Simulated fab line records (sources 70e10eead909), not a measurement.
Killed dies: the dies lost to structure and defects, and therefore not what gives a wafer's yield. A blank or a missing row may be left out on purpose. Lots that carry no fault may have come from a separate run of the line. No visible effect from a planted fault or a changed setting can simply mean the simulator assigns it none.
Matching of chambers | flow nandHarc | NHARC_A_STAIRCASE_TRIM_229 on rieDiel-09 has 4 sister chambers
The step chemistry O2, time 211.2 s. 4 wafers are shown with their chamber, then 9 later ones without.

WAFERS WITH THEIR CHAMBER
wafer  | chamber | drypumpMotorCurrentA (A)
L086.3 | 1       | 5.5
L086.4 | 2       | 5.8
L088.2 | 0       | 6.1
L088.6 | 3       | 5.6

WAFERS WITH NO CHAMBER GIVEN
wafer  | drypumpMotorCurrentA (A)
L093.1 | 5.8
L093.4 | 6.1
L093.5 | 5.7
L095.1 | 5.5
L095.3 | 5.8
L095.5 | 6.1
L097.1 | 5.8
L097.4 | 5.6
L097.5 | 6.1

CHAMBER TAKEN BY EACH
wafer  | from the rows above     | in truth
L093.1 | 2                       | 2
L093.4 | 0                       | 0
L093.5 | can't be placed: 2 or 3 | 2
L095.1 | 1                       | 1
L095.3 | 2                       | 2
L095.5 | 0                       | 0
L097.1 | 2                       | 2
L097.4 | 3                       | 3
L097.5 | 0                       | 0
Correctly placed: 8 of 9. Can't be placed from these rows: 1 (the true chamber is among the candidates in 1). Wrongly placed: 0.
How it was worked out, from the rows above alone: a wafer's distance from a chamber is the root of the sum, over the readings, of the square of ((its reading less the chamber's mean) divided by the reading's scatter). The wafer belongs to the nearest chamber; if the next one is less than 2 further off, it can't be placed. Each chamber's mean is taken over the wafers shown for it. The scatter: root of mean squared gap, hidden wafer to nearest shown wafer, with one shown wafer a chamber.
